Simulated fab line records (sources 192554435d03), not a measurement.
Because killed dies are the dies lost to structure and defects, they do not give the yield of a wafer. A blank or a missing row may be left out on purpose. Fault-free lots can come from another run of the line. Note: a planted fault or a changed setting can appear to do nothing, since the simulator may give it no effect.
Which tool did it? | flow n5Finfet | 23 lots, 69 wafers sampled, at 6 steps of a route of 1938

WHAT THE GAUGES READ, wafer by wafer
N5_BEOL_M2_CD_MEAS_11 targets a cd of 16.79 nm. Usual: 16.84 nm for cdNm, sd 0.21.
lot  | measured     | on       | cdNm (nm)         | flag
L074 | day 6 14:58  | cdSem-01 | 17.18 17.37 16.86 | 
L075 | day 6 18:34  | cdSem-01 | 17.08 16.93 16.97 | 
L076 | day 7 03:04  | cdSem-02 | 16.84 16.83 16.30 | 
L077 | day 7 06:08  | cdSem-02 | 16.75 17.01 16.78 | 
L079 | day 7 23:47  | cdSem-03 | 16.93 16.91 16.94 | 
L080 | day 8 00:25  | cdSem-03 | 16.83 16.96 16.88 | 
L081 | day 8 05:41  | cdSem-01 | 17.08 16.81 16.98 | 
L084 | day 8 21:07  | cdSem-02 | 16.85 17.13 16.98 | 
L082 | day 8 22:44  | cdSem-02 | 16.77 16.49 16.74 | 
L083 | day 9 01:41  | cdSem-02 | 16.85 16.89 16.80 | 
L085 | day 9 07:44  | cdSem-02 | 16.96 16.96 16.94 | 
L086 | day 9 16:37  | cdSem-01 | 16.71 16.49 16.66 | 
L087 | day 9 20:18  | cdSem-03 | 16.72 16.89 17.02 | 
L088 | day 10 02:24 | cdSem-03 | 17.05 16.86 17.10 | 
L089 | day 10 06:57 | cdSem-03 | 16.75 17.04 16.98 | 
L090 | day 10 16:26 | cdSem-02 | 16.38 16.46 16.60 | 
L091 | day 10 22:22 | cdSem-03 | 17.10 16.53 16.75 | 
L092 | day 11 03:01 | cdSem-01 | 16.58 16.70 17.00 | 
L093 | day 11 06:42 | cdSem-02 | 16.40 16.77 16.67 | 
L094 | day 11 12:12 | cdSem-01 | 17.12 16.92 17.16 | 
L095 | day 11 17:38 | cdSem-02 | 16.94 16.74 16.47 | 
L096 | day 11 20:50 | cdSem-02 | 16.55 16.50 16.64 | 
L097 | day 12 15:41 | cdSem-01 | 16.92 16.78 16.76 | 

N5_BEOL_M2_OCD_MEAS_38. Usual: 55.6 nm for trenchDepthNm, sd 0.69.
lot  | measured     | on     | trenchDepthNm (nm) | flag
L074 | day 6 17:19  | ocd-01 | 55.2 55.4 55.3     | 
L075 | day 6 22:44  | ocd-01 | 55.5 55.4 55.2     | 
L076 | day 7 13:03  | ocd-02 | 56.1 55.1 55.7     | 
L077 | day 7 15:48  | ocd-02 | 55.3 55.9 54.6     | 
L079 | day 8 11:17  | ocd-02 | 55.5 55.0 54.7     | 
L080 | day 8 11:22  | ocd-01 | 55.2 55.9 55.9     | 
L081 | day 8 16:51  | ocd-01 | 55.8 55.6 55.6     | 
L084 | day 9 00:14  | ocd-01 | 55.8 55.1 55.3     | 
L082 | day 9 04:19  | ocd-01 | 54.8 55.7 55.7     | 
L083 | day 9 06:41  | ocd-01 | 55.5 55.7 56.8     | 
L085 | day 9 15:06  | ocd-02 | 55.3 55.2 55.7     | 
L086 | day 9 20:40  | ocd-02 | 54.7 54.0 55.1     | 
L087 | day 10 02:40 | ocd-02 | 54.5 54.6 54.9     | 
L088 | day 10 13:02 | ocd-01 | 56.6 55.6 56.6     | 
L089 | day 10 17:20 | ocd-02 | 56.0 55.2 56.7     | 
L090 | day 10 18:28 | ocd-02 | 55.4 55.6 55.7     | 
L091 | day 11 08:30 | ocd-02 | 55.7 56.2 56.5     | 
L092 | day 11 13:41 | ocd-01 | 56.0 56.2 55.6     | 
L093 | day 11 19:12 | ocd-02 | 57.1 56.0 56.3     | 
L094 | day 11 22:19 | ocd-01 | 55.0 55.7 55.1     | 
L095 | day 11 23:20 | ocd-01 | 55.5 53.9 56.1     | 
L096 | day 12 13:13 | ocd-01 | 56.2 55.9 55.0     | 
L097 | day 12 18:46 | ocd-02 | 55.9 55.6 55.3     | 

TOOL THAT RAN EACH LOT (tool first, then ch and the chambers of the sampled wafers, then the start)
lot  | N5_BEOL_M2_HM_OPEN_17            | N5_BEOL_M2_ETCH_69                | N5_BEOL_M2_ETCHBACK_99            | N5_BEOL_M2_ETCH_41
L074 | rieMetal-01 ch 0,1, day 6 15:21  | rieDiel-02 ch 1,2,3, day 6 16:17  | rieDiel-02 ch 1,2,3, day 6 16:55  | rieDiel-02 ch 1,2,3, day 6 17:19 or earlier
L075 | rieMetal-03 ch 0,1, day 6 18:57  | rieDiel-02 ch 2,3, day 6 19:37    | rieDiel-06 ch 1,3, day 6 22:20    | rieDiel-06 ch 1,3, day 6 22:44 or earlier
L076 | rieMetal-01 ch 0,1, day 7 03:28  | rieDiel-02 ch 0,1,2, day 7 04:11  | rieDiel-01 ch 0,3, day 7 12:40    | rieDiel-01 ch 0,3, day 7 13:03 or earlier
L077 | rieMetal-01 ch 0,1, day 7 06:33  | rieDiel-06 ch 2,3, day 7 07:11    | rieDiel-01 ch 0,1, day 7 15:24    | rieDiel-01 ch 0,1, day 7 15:48 or earlier
L079 | rieMetal-01 ch 0,1, day 8 00:10  | rieDiel-01 ch 1,2,3, day 8 00:58  | rieDiel-01 ch 1,2,3, day 8 10:53  | rieDiel-01 ch 1,2,3, day 8 11:17 or earlier
L080 | rieMetal-02 ch 0,1, day 8 00:52  | rieDiel-02 ch 1,2,3, day 8 01:32  | rieDiel-06 ch 2,3, day 8 10:58    | rieDiel-06 ch 2,3, day 8 11:22 or earlier
L081 | rieMetal-03 ch 0,1, day 8 06:04  | rieDiel-06 ch 0,2,3, day 8 06:44  | rieDiel-06 ch 0,1,2, day 8 16:27  | rieDiel-06 ch 0,1,2, day 8 16:51 or earlier
L084 | rieMetal-01 ch 0, day 8 21:39    | rieDiel-06 ch 1,3, day 8 22:27    | rieDiel-06 ch 0,1,2, day 8 23:51  | rieDiel-06 ch 0,1,2, day 9 00:14 or earlier
L082 | rieMetal-02 ch 0, day 8 23:07    | rieDiel-02 ch 1,2,3, day 9 00:19  | rieDiel-01 ch 0,1,3, day 9 03:56  | rieDiel-01 ch 0,1,3, day 9 04:19 or earlier
L083 | rieMetal-01 ch 0,1, day 9 02:04  | rieDiel-02 ch 1,2,3, day 9 02:44  | rieDiel-02 ch 0,2, day 9 06:06    | rieDiel-02 ch 0,2, day 9 06:41 or earlier
L085 | rieMetal-02 ch 0,1, day 9 08:08  | rieDiel-01 ch 0,1, day 9 09:10    | rieDiel-06 ch 0,2,3, day 9 14:42  | rieDiel-06 ch 0,2,3, day 9 15:06 or earlier
L086 | rieMetal-02 ch 0, day 9 17:07    | rieDiel-06 ch 0,2,3, day 9 17:56  | rieDiel-01 ch 1,2, day 9 20:16    | rieDiel-01 ch 1,2, day 9 20:40 or earlier
L087 | rieMetal-01 ch 0,1, day 9 20:53  | rieDiel-02 ch 0,2,3, day 9 21:53  | rieDiel-02 ch 1,2,3, day 10 02:16 | rieDiel-02 ch 1,2,3, day 10 02:40 or earlier
L088 | rieMetal-03 ch 0,1, day 10 02:49 | rieDiel-02 ch 2,3, day 10 03:39   | rieDiel-02 ch 0,3, day 10 12:38   | rieDiel-02 ch 0,3, day 10 13:02 or earlier
L089 | rieMetal-03 ch 0,1, day 10 07:23 | rieDiel-02 ch 0,1,3, day 10 08:12 | rieDiel-02 ch 0,2,3, day 10 16:56 | rieDiel-02 ch 0,2,3, day 10 17:20 or earlier
L090 | rieMetal-02 ch 0,1, day 10 16:52 | rieDiel-06 ch 1,2,3, day 10 17:38 | rieDiel-02 ch 1,2,3, day 10 18:04 | rieDiel-02 ch 1,2,3, day 10 18:28 or earlier
L091 | rieMetal-01 ch 0,1, day 10 22:56 | rieDiel-02 ch 1,3, day 10 23:43   | rieDiel-06 ch 0,1,2, day 11 08:06 | rieDiel-06 ch 0,1,2, day 11 08:30 or earlier
L092 | rieMetal-01 ch 0,1, day 11 04:45 | rieDiel-01 ch 0,1,3, day 11 06:35 | rieDiel-06 ch 0,1, day 11 13:17   | rieDiel-06 ch 0,1, day 11 13:41 or earlier
L093 | rieMetal-01 ch 0,1, day 11 07:28 | rieDiel-01 ch 1,3, day 11 08:22   | rieDiel-06 ch 2,3, day 11 18:48   | rieDiel-06 ch 2,3, day 11 19:12 or earlier
L094 | rieMetal-03 ch 0,1, day 11 14:58 | rieDiel-06 ch 0,1,2, day 11 16:59 | rieDiel-06 ch 0,1,3, day 11 21:55 | rieDiel-06 ch 0,1,3, day 11 22:19 or earlier
L095 | rieMetal-01 ch 0,1, day 11 18:13 | rieDiel-06 ch 0,2,3, day 11 19:57 | rieDiel-01 ch 0,1,3, day 11 22:56 | rieDiel-01 ch 0,1,3, day 11 23:20 or earlier
L096 | rieMetal-01 ch 0,1, day 11 21:19 | rieDiel-01 ch 0,1,3, day 11 22:27 | rieDiel-06 ch 0,2, day 12 12:49   | rieDiel-06 ch 0,2, day 12 13:13 or earlier
L097 | rieMetal-02 ch 0,1, day 12 16:04 | rieDiel-06 ch 2,3, day 12 16:48   | rieDiel-02 ch 0,3, day 12 18:22   | rieDiel-02 ch 0,3, day 12 18:46 or earlier
- N5_BEOL_M2_HM_OPEN_17: chemistry Cl2/BCl3, target TiN, target depth 20 nm, overetch 6 nm.
- N5_BEOL_M2_ETCH_69: etches SiARC in CF4, target depth 15.6 nm, time 26 s.
- N5_BEOL_M2_ETCHBACK_99: etches SiO2 in CHF3, target depth 5 nm, time 10.4 s.
- N5_BEOL_M2_ETCH_41: etches SiCN in CH3F/O2, target depth 29.9 nm, time 52.5 s.

WHAT THE TOOLS THEMSELVES READ (means of the sampled wafers that have a number; where no wafer has one, the mark that the record gives instead)
N5_BEOL_M2_HM_OPEN_17. Usual: drypumpMotorCurrentA 5.9 A, standard deviation 0.46; mfcCl2Sccm 53.23 sccm, standard deviation 0.16; oesProductAu 0.64 a.u., standard deviation 0.069; throttleValvePct 21.90 %, standard deviation 0.15.
lot  | tool        | drypumpMotorCurrentA (A) | mfcCl2Sccm (sccm) | oesProductAu (a.u.) | throttleValvePct (%) | flag
L074 | rieMetal-01 | 6.4                      | 53.47             | 0.65                | 21.75                | 
L075 | rieMetal-03 | 5.7                      | 53.21             | 0.62                | 22.09                | 
L076 | rieMetal-01 | 6.4                      | 53.19             | 0.64                | 21.75                | 
L077 | rieMetal-01 | 6.2                      | 53.13             | 0.61                | 21.85                | 
L079 | rieMetal-01 | 6.3                      | 53.29             | 0.63                | 21.77                | 
L080 | rieMetal-02 | 5.5                      | 53.13             | 0.75                | 21.86                | 
L081 | rieMetal-03 | 5.6                      | 53.32             | 0.61                | 22.11                | 
L084 | rieMetal-01 | 6.0                      | 53.13             | 0.58                | 21.92                | 
L082 | rieMetal-02 | 5.2                      | 53.36             | 0.78                | 21.84                | 
L083 | rieMetal-01 | 6.4                      | 53.37             | 0.62                | 21.79                | 
L085 | rieMetal-02 | 5.8                      | 53.47             | 0.68                | 21.91                | 
L086 | rieMetal-02 | 5.2                      | 53.33             | 0.77                | 21.84                | 
L087 | rieMetal-01 | 6.2                      | 53.29             | 0.60                | 21.85                | 
L088 | rieMetal-03 | 5.5                      | 53.22             | 0.61                | 22.14                | 
L089 | rieMetal-03 | 5.5                      | 52.97             | 0.61                | 22.14                | 
L090 | rieMetal-02 | 5.5                      | 53.28             | 0.72                | 21.89                | 
L091 | rieMetal-01 | 6.4                      | 53.24             | 0.62                | 21.78                | 
L092 | rieMetal-01 | 6.2                      | 53.11             | 0.60                | 21.86                | 
L093 | rieMetal-01 | 6.2                      | 53.13             | 0.59                | 21.87                | 
L094 | rieMetal-03 | 5.7                      | 53.11             | 0.60                | 22.11                | 
L095 | rieMetal-01 | 6.4                      | 53.26             | 0.62                | 21.79                | 
L096 | rieMetal-01 | 6.2                      | 53.21             | 0.59                | 21.88                | 
L097 | rieMetal-02 | 5.5                      | 53.29             | 0.70                | 21.92                | 

N5_BEOL_M2_ETCH_69. Usual: for cf4FlowSccm, 99.96 sccm with a standard deviation of 0.25; for drypumpMotorCurrentA, 5.8 A with a standard deviation of 0.44; for etchRfOnTimeS, 25.8 s with a standard deviation of 0.36; for oesProductAu, 0.67 a.u. with a standard deviation of 0.066; for rfVppV, 184.2 V with a standard deviation of 1.3; for showerheadPlenumPTorr, 2.16 Torr with a standard deviation of 0.076; for throttleValvePct, 15.61 % with a standard deviation of 0.24.
lot  | tool       | cf4FlowSccm (sccm) | drypumpMotorCurrentA (A) | etchRfOnTimeS (s) | oesProductAu (a.u.) | rfVppV (V) | showerheadPlenumPTorr (Torr) | throttleValvePct (%) | flag
L074 | rieDiel-02 | 99.99              | 6.1                      | 25.3              | 0.66                | 183.7      | 2.17                         | 15.52                | 
L075 | rieDiel-02 | 99.88              | 6.0                      | 25.7              | 0.67                | 184.4      | 2.19                         | 15.44                | 
L076 | rieDiel-02 | 100.08             | 6.0                      | 26.0              | 0.62                | 184.6      | 2.16                         | 15.59                | 
L077 | rieDiel-06 | 100.05             | 5.7                      | 25.9              | 0.65                | 184.3      | 2.20                         | 15.91                | 
L079 | rieDiel-01 | 100.30             | 5.6                      | 26.1              | 0.66                | 185.8      | 2.23                         | 15.66                | 
L080 | rieDiel-02 | 100.08             | 6.1                      | 25.8              | 0.64                | 184.3      | 2.17                         | 15.55                | 
L081 | rieDiel-06 | 99.82              | 5.8                      | 26.0              | 0.69                | 184.6      | 2.16                         | 15.72                | 
L084 | rieDiel-06 | 99.68              | 5.5                      | 26.3              | 0.73                | 183.1      | 2.12                         | 15.54                | 
L082 | rieDiel-02 | 100.03             | 6.2                      | 25.3              | 0.64                | 183.3      | 2.16                         | 15.56                | 
L083 | rieDiel-02 | 99.89              | 6.2                      | 25.8              | 0.63                | 184.7      | 2.16                         | 15.56                | 
L085 | rieDiel-01 | 99.83              | 5.6                      | 26.1              | 0.65                | 183.3      | 2.12                         | 15.72                | 
L086 | rieDiel-06 | 100.17             | 5.8                      | 25.8              | 0.68                | 184.0      | 2.15                         | 15.76                | 
L087 | rieDiel-02 | 100.01             | 5.8                      | 25.5              | 0.70                | 183.7      | 2.19                         | 15.39                | 
L088 | rieDiel-02 | 99.96              | 6.0                      | 25.6              | 0.65                | 184.9      | 2.18                         | 15.51                | 
L089 | rieDiel-02 | 100.02             | 6.0                      | 25.6              | 0.68                | 184.9      | 2.17                         | 15.48                | 
L090 | rieDiel-06 | 100.08             | 5.6                      | 26.1              | 0.67                | 184.5      | 2.15                         | 15.76                | 
L091 | rieDiel-02 | 99.77              | 6.3                      | 25.7              | 0.60                | 184.2      | 2.15                         | 15.66                | 
L092 | rieDiel-01 | 100.03             | 5.8                      | 26.3              | 0.64                | 184.6      | 2.17                         | 15.67                | 
L093 | rieDiel-01 | 99.84              | 5.8                      | 25.9              | 0.68                | 185.0      | 2.24                         | 15.52                | 
L094 | rieDiel-06 | 99.79              | 5.4                      | 25.7              | 0.70                | 184.7      | 2.13                         | 15.62                | 
L095 | rieDiel-06 | 100.11             | 5.8                      | 25.5              | 0.67                | 184.1      | 2.14                         | 15.80                | 
L096 | rieDiel-01 | 99.87              | 5.8                      | 26.4              | 0.64                | 184.8      | 2.17                         | 15.69                | 
L097 | rieDiel-06 | 99.84              | 5.7                      | 25.5              | 0.62                | 184.4      | 2.18                         | 16.00                | 

N5_BEOL_M2_ETCHBACK_99. Usual: drypumpMotorCurrentA 5.8 A, standard deviation 0.44; oesProductAu 0.79 a.u., standard deviation 0.078; rfVppV 240.0 V, standard deviation 2; showerheadPlenumPTorr 2.17 Torr, standard deviation 0.08; throttleValvePct 17.09 %, standard deviation 0.24.
lot  | tool       | drypumpMotorCurrentA (A) | oesProductAu (a.u.) | rfVppV (V) | showerheadPlenumPTorr (Torr) | throttleValvePct (%) | flag
L074 | rieDiel-02 | 6.2                      | 0.76                | 240.8      | 2.19                         | 16.99                | 
L075 | rieDiel-06 | 5.5                      | 0.89                | 238.9      | 2.13                         | 17.00                | 
L076 | rieDiel-01 | 6.0                      | 0.77                | 241.4      | 2.19                         | 17.10                | 
L077 | rieDiel-01 | 5.6                      | 0.82                | 241.7      | 2.21                         | 16.99                | 
L079 | rieDiel-01 | 5.6                      | 0.77                | 240.8      | 2.24                         | 17.12                | 
L080 | rieDiel-06 | 6.1                      | 0.76                | 239.6      | 2.18                         | 17.34                | 
L081 | rieDiel-06 | 5.4                      | 0.85                | 239.2      | 2.15                         | 17.03                | 
L084 | rieDiel-06 | 5.4                      | 0.85                | 239.2      | 2.15                         | 17.04                | 
L082 | rieDiel-01 | 5.8                      | 0.77                | 240.9      | 2.19                         | 17.08                | 
L083 | rieDiel-02 | 5.9                      | 0.84                | 240.8      | 2.27                         | 16.88                | 
L085 | rieDiel-06 | 5.9                      | 0.80                | 240.4      | 2.16                         | 17.20                | 
L086 | rieDiel-01 | 5.4                      | 0.78                | 241.6      | 2.25                         | 17.07                | 
L087 | rieDiel-02 | 6.2                      | 0.73                | 240.1      | 2.18                         | 17.05                | 
L088 | rieDiel-02 | 5.6                      | 0.87                | 241.1      | 2.22                         | 16.81                | 
L089 | rieDiel-02 | 5.8                      | 0.81                | 241.1      | 2.20                         | 16.89                | 
L090 | rieDiel-02 | 6.2                      | 0.73                | 240.0      | 2.17                         | 17.06                | 
L091 | rieDiel-06 | 5.4                      | 0.82                | 238.6      | 2.14                         | 17.07                | 
L092 | rieDiel-06 | 5.2                      | 0.87                | 238.5      | 2.10                         | 16.88                | 
L093 | rieDiel-06 | 6.1                      | 0.74                | 239.7      | 2.17                         | 17.40                | 
L094 | rieDiel-06 | 5.7                      | 0.82                | 238.3      | 2.11                         | 17.05                | 
L095 | rieDiel-01 | 5.8                      | 0.75                | 240.8      | 2.18                         | 17.13                | 
L096 | rieDiel-06 | 5.5                      | 0.76                | 240.2      | 2.17                         | 17.29                | 
L097 | rieDiel-02 | 5.8                      | 0.79                | 241.2      | 2.14                         | 16.92                | 

N5_BEOL_M2_ETCH_41. Usual: drypumpMotorCurrentA 5.8 A, standard deviation 0.44; oesProductAu 0.79 a.u., standard deviation 0.077; rfVppV 297.9 V, standard deviation 1.8; showerheadPlenumPTorr 2.02 Torr, standard deviation 0.075; throttleValvePct 16.34 %, standard deviation 0.25.
lot  | tool       | drypumpMotorCurrentA (A) | oesProductAu (a.u.) | rfVppV (V) | showerheadPlenumPTorr (Torr) | throttleValvePct (%) | flag
L074 | rieDiel-02 | 6.1                      | 0.76                | 297.2      | 2.03                         | 16.25                | 
L075 | rieDiel-06 | 5.5                      | 0.88                | 296.3      | 1.98                         | 16.23                | 
L076 | rieDiel-01 | 6.0                      | 0.77                | 298.4      | 2.03                         | 16.35                | 
L077 | rieDiel-01 | 5.6                      | 0.83                | 298.5      | 2.05                         | 16.22                | 
L079 | rieDiel-01 | 5.6                      | 0.77                | 298.4      | 2.08                         | 16.37                | 
L080 | rieDiel-06 | 6.1                      | 0.75                | 298.7      | 2.02                         | 16.60                | 
L081 | rieDiel-06 | 5.4                      | 0.85                | 297.2      | 1.99                         | 16.28                | 
L084 | rieDiel-06 | 5.4                      | 0.84                | 297.5      | 1.99                         | 16.28                | 
L082 | rieDiel-01 | 5.8                      | 0.78                | 298.5      | 2.03                         | 16.32                | 
L083 | rieDiel-02 | 5.9                      | 0.84                | 300.1      | 2.11                         | 16.12                | 
L085 | rieDiel-06 | 5.8                      | 0.80                | 298.0      | 2.01                         | 16.43                | 
L086 | rieDiel-01 | 5.4                      | 0.78                | 298.9      | 2.09                         | 16.32                | 
L087 | rieDiel-02 | 6.2                      | 0.73                | 298.2      | 2.03                         | 16.30                | 
L088 | rieDiel-02 | 5.6                      | 0.87                | 299.0      | 2.06                         | 16.03                | 
L089 | rieDiel-02 | 5.8                      | 0.81                | 298.1      | 2.05                         | 16.13                | 
L090 | rieDiel-02 | 6.2                      | 0.72                | 297.2      | 2.02                         | 16.31                | 
L091 | rieDiel-06 | 5.4                      | 0.83                | 298.3      | 1.99                         | 16.32                | 
L092 | rieDiel-06 | 5.2                      | 0.85                | 296.8      | 1.95                         | 16.14                | 
L093 | rieDiel-06 | 6.1                      | 0.73                | 298.5      | 2.01                         | 16.65                | 
L094 | rieDiel-06 | 5.7                      | 0.83                | 296.2      | 1.96                         | 16.30                | 
L095 | rieDiel-01 | 5.8                      | 0.75                | 298.2      | 2.02                         | 16.37                | 
L096 | rieDiel-06 | 5.5                      | 0.76                | 297.8      | 2.02                         | 16.53                | 
L097 | rieDiel-02 | 5.8                      | 0.78                | 297.2      | 1.99                         | 16.16                | 

THE ANSWER, worked out from the rows above alone
Rule: a lot is off if the mean of its wafers that have a number lies more than 3 standard deviations from the usual mean. Also off: a lot with no number at a reading for which 4 or more lots have one. Where the step has rows for the other lots, those lots are counted as sound. The gauges are gone through in route order, then the tools' own readings, and for those a lot's mean is taken as printed above. The first step at which some lot is off is used, and at that step the reading that is off furthest; a lot without a number counts as furthest.
Nothing can be told from this: no lot is off at any reading shown.

WHAT THE SIMULATOR HAD INSERTED
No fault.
